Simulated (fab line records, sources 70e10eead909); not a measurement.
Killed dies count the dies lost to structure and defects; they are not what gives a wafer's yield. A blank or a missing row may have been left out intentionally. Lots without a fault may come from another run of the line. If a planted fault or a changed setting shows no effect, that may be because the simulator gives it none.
Which tool did it? + flow nand-harc + 24 lots, 72 wafers sampled, at 4 steps of a route of 1159

## WHAT THE GAUGES READ, wafer by wafer
NHARC_A_BLC_INSPECT_12.
| lot  | measured     | on                | raw-defect-count |
|------|--------------|-------------------|------------------|
| L074 | day 17 06:22 | defect-inspect-02 | 25 27 22         |
| L075 | day 17 15:13 | defect-inspect-01 | 20 28 21         |
| L076 | day 17 18:53 | defect-inspect-01 | 22 21 29         |
| L077 | day 17 19:44 | defect-inspect-01 | 30 25 22         |
| L078 | day 18 22:58 | defect-inspect-02 | 35 23 38         |
| L079 | day 19 00:13 | defect-inspect-01 | 8 12 13          |
| L080 | day 19 09:36 | defect-inspect-02 | 28 24 28         |
| L082 | day 19 11:59 | defect-inspect-01 | 40 40 50         |
| L081 | day 19 12:50 | defect-inspect-02 | 17 10 10         |
| L083 | day 19 23:10 | defect-inspect-02 | 44 54 39         |
| L084 | day 20 05:02 | defect-inspect-02 | 19 8 19          |
| L087 | day 20 10:05 | defect-inspect-02 | 21 14 11         |
| L085 | day 20 16:11 | defect-inspect-02 | 41 45 51         |
| L086 | day 20 20:38 | defect-inspect-01 | 31 34 33         |
| L088 | day 20 22:45 | defect-inspect-01 | 16 13 16         |
| L089 | day 20 23:20 | defect-inspect-02 | 52 53 52         |
| L091 | day 21 16:03 | defect-inspect-02 | 41 23 44         |
| L090 | day 21 20:22 | defect-inspect-02 | 21 31 30         |
| L092 | day 22 04:02 | defect-inspect-02 | 41 58 48         |
| L094 | day 22 10:57 | defect-inspect-02 | 70 48 72         |
| L096 | day 22 13:47 | defect-inspect-02 | 12 13 7          |
| L095 | day 22 18:51 | defect-inspect-02 | 16 12 11         |
| L093 | day 22 19:00 | defect-inspect-01 | 67 72 59         |
| L097 | day 23 12:22 | defect-inspect-02 | 36 48 40         |

NHARC_A_M0_INSPECT_11.
| lot  | measured     | on                | raw-defect-count |
|------|--------------|-------------------|------------------|
| L074 | day 17 10:27 | defect-inspect-01 | 24 22 20         |
| L075 | day 17 21:38 | defect-inspect-01 | 20 29 22         |
| L076 | day 18 00:46 | defect-inspect-02 | 21 20 33         |
| L077 | day 18 01:10 | defect-inspect-02 | 32 29 22         |
| L078 | day 19 07:27 | defect-inspect-02 | 32 19 37         |
| L079 | day 19 09:04 | defect-inspect-02 | 14 13 11         |
| L080 | day 19 14:20 | defect-inspect-01 | 30 26 30         |
| L082 | day 19 19:46 | defect-inspect-01 | 38 39 50         |
| L081 | day 19 19:56 | defect-inspect-01 | 15 11 10         |
| L083 | day 20 05:02 | defect-inspect-01 | 48 54 44         |
| L084 | day 20 10:53 | defect-inspect-01 | 25 11 20         |
| L087 | day 20 14:12 | defect-inspect-01 | 21 20 16         |
| L085 | day 20 20:16 | defect-inspect-02 | 42 48 52         |
| L086 | day 21 00:46 | defect-inspect-02 | 34 33 33         |
| L088 | day 21 10:59 | defect-inspect-02 | 16 16 16         |
| L089 | day 21 11:23 | defect-inspect-01 | 56 49 55         |
| L091 | day 21 22:08 | defect-inspect-02 | 35 27 39         |
| L090 | day 22 05:05 | defect-inspect-02 | 21 28 28         |
| L092 | day 22 10:46 | defect-inspect-01 | 42 55 48         |
| L094 | day 22 18:31 | defect-inspect-02 | 71 46 74         |
| L096 | day 22 19:37 | defect-inspect-02 | 12 11 10         |
| L095 | day 23 01:10 | defect-inspect-01 | 21 16 12         |
| L093 | day 23 01:34 | defect-inspect-02 | 65 72 60         |
| L097 | day 23 16:34 | defect-inspect-02 | 31 46 36         |

NHARC_A_M1_CD_MEAS_09 targets a cd of 120 nm.
| lot  | measured     | on        | cd-nm (nm)        |
|------|--------------|-----------|-------------------|
| L074 | day 17 14:24 | cd-sem-02 | 121.1 120.1 120.6 |
| L075 | day 18 01:46 | cd-sem-03 | 120.8 120.8 120.8 |
| L076 | day 18 04:39 | cd-sem-03 | 120.4 121.1 121.1 |
| L077 | day 18 05:17 | cd-sem-01 | 121.0 120.6 121.0 |
| L078 | day 19 11:22 | cd-sem-01 | 119.2 120.4 119.5 |
| L079 | day 19 12:57 | cd-sem-03 | 119.7 120.1 120.9 |
| L080 | day 19 18:25 | cd-sem-03 | 120.1 120.1 120.1 |
| L082 | day 19 23:33 | cd-sem-01 | 118.5 120.5 119.4 |
| L081 | day 19 23:58 | cd-sem-01 | 120.5 120.6 120.8 |
| L083 | day 20 09:14 | cd-sem-03 | 120.5 119.7 119.7 |
| L084 | day 20 14:51 | cd-sem-03 | 120.5 120.5 120.7 |
| L087 | day 20 18:31 | cd-sem-03 | 121.3 120.7 121.0 |
| L085 | day 21 00:24 | cd-sem-02 | 119.3 119.9 120.7 |
| L086 | day 21 05:11 | cd-sem-03 | 120.0 120.3 120.4 |
| L088 | day 21 15:16 | cd-sem-02 | 119.7 120.3 120.7 |
| L089 | day 21 15:57 | cd-sem-02 | 118.2 120.6 119.0 |
| L091 | day 22 02:23 | cd-sem-03 | 119.7 119.8 121.0 |
| L090 | day 22 08:52 | cd-sem-01 | 119.6 118.9 120.1 |
| L092 | day 22 14:59 | cd-sem-03 | 121.1 119.4 119.3 |
| L094 | day 22 22:37 | cd-sem-01 | 119.5 120.3 119.2 |
| L096 | day 22 23:44 | cd-sem-03 | 118.9 119.5 119.9 |
| L095 | day 23 05:10 | cd-sem-01 | 120.1 120.1 119.8 |
| L093 | day 23 05:31 | cd-sem-02 | 119.5 119.9 120.0 |
| L097 | day 23 20:24 | cd-sem-02 | 120.6 119.7 120.0 |

## WHAT TOOL EACH LOT RAN ON (gives the tool, then ch and the chambers of the sampled wafers, and finally the start)
| lot  | NHARC_A_BLC_ETCH_18                           |
|------|-----------------------------------------------|
| L074 | rie-diel-13 ch 0,1,3, day 17 10:27 or earlier |
| L075 | rie-diel-13 ch 0,1, day 17 21:38 or earlier   |
| L076 | rie-diel-02 ch 0,1,2, day 18 00:46 or earlier |
| L077 | rie-diel-08 ch 0,1,3, day 18 01:10 or earlier |
| L078 | rie-diel-02 ch 1,2, day 19 07:27 or earlier   |
| L079 | rie-diel-13 ch 1,2, day 19 09:04 or earlier   |
| L080 | rie-diel-13 ch 0,1, day 19 14:20 or earlier   |
| L082 | rie-diel-13 ch 1,2, day 19 19:46 or earlier   |
| L081 | rie-diel-02 ch 0,3, day 19 19:56 or earlier   |
| L083 | rie-diel-08 ch 1,2,3, day 20 05:02 or earlier |
| L084 | rie-diel-02 ch 1,2,3, day 20 10:53 or earlier |
| L087 | rie-diel-13 ch 0,1,2, day 20 14:12 or earlier |
| L085 | rie-diel-13 ch 0,2,3, day 20 20:16 or earlier |
| L086 | rie-diel-13 ch 1,2,3, day 21 00:46 or earlier |
| L088 | rie-diel-02 ch 0,2,3, day 21 10:59 or earlier |
| L089 | rie-diel-13 ch 1,2, day 21 11:23 or earlier   |
| L091 | rie-diel-13 ch 1,2, day 21 22:08 or earlier   |
| L090 | rie-diel-13 ch 0,1, day 22 05:05 or earlier   |
| L092 | rie-diel-08 ch 1,2,3, day 22 10:46 or earlier |
| L094 | rie-diel-02 ch 0,3, day 22 18:31 or earlier   |
| L096 | rie-diel-08 ch 1,2,3, day 22 19:37 or earlier |
| L095 | rie-diel-02 ch 2,3, day 23 01:10 or earlier   |
| L093 | rie-diel-02 ch 0,1, day 23 01:34 or earlier   |
| L097 | rie-diel-08 ch 0,1,2, day 23 16:34 or earlier |
- NHARC_A_BLC_ETCH_18: etches the open film in C4F8/O2/Ar, target depth 910 nm.

## WHAT THE TOOLS THEMSELVES READ (means of the sampled wafers that have a number; where no wafer has one, the mark that the record gives instead)
NHARC_A_BLC_ETCH_18.
| lot  | tool        | oes-product-au (a.u.) | rf-vpp-V (V) |
|------|-------------|-----------------------|--------------|
| L074 | rie-diel-13 | 0.963                 | 975          |
| L075 | rie-diel-13 | 0.932                 | 975          |
| L076 | rie-diel-02 | 0.973                 | 975          |
| L077 | rie-diel-08 | 0.963                 | 971          |
| L078 | rie-diel-02 | 0.957                 | 969          |
| L079 | rie-diel-13 | 0.934                 | 973          |
| L080 | rie-diel-13 | 0.966                 | 975          |
| L082 | rie-diel-13 | 0.938                 | 972          |
| L081 | rie-diel-02 | 0.962                 | 980          |
| L083 | rie-diel-08 | 0.922                 | 976          |
| L084 | rie-diel-02 | 0.928                 | 969          |
| L087 | rie-diel-13 | 0.970                 | 975          |
| L085 | rie-diel-13 | 0.969                 | 974          |
| L086 | rie-diel-13 | 0.965                 | 973          |
| L088 | rie-diel-02 | 0.938                 | 975          |
| L089 | rie-diel-13 | 0.943                 | 972          |
| L091 | rie-diel-13 | 0.963                 | 971          |
| L090 | rie-diel-13 | 0.968                 | 975          |
| L092 | rie-diel-08 | 0.952                 | 981          |
| L094 | rie-diel-02 | 0.971                 | 980          |
| L096 | rie-diel-08 | 0.972                 | 981          |
| L095 | rie-diel-02 | 0.962                 | 969          |
| L093 | rie-diel-02 | 0.961                 | 981          |
| L097 | rie-diel-08 | 0.950                 | 975          |

## THE ANSWER, worked out from the rows above alone
Rule: the usual values come from the lots themselves. Put in order of their means at a reading, lots are off if they are a third of the lots or fewer, leave a main group of 4 or more, and stand apart from it by a gap of 3 or more times the standard deviation of the main group's means; of several such gaps the widest counts. Not used: any main group whose means are identical at the precision the tables above print for the reading. A lot without any number at a reading at which 4 lots or more have one is off too. Where the step has rows for the other lots, those lots are counted as sound. After the gauges, taken in route order, come the tools' own readings; for these a lot's mean is taken, as printed above. At the first step where some lot is off, the reading lying furthest off is the one used; lots without a number count as furthest.
Across all readings shown, no lot is off: no conclusion can be drawn from this.

## WHAT THE SIMULATOR HAD PUT IN
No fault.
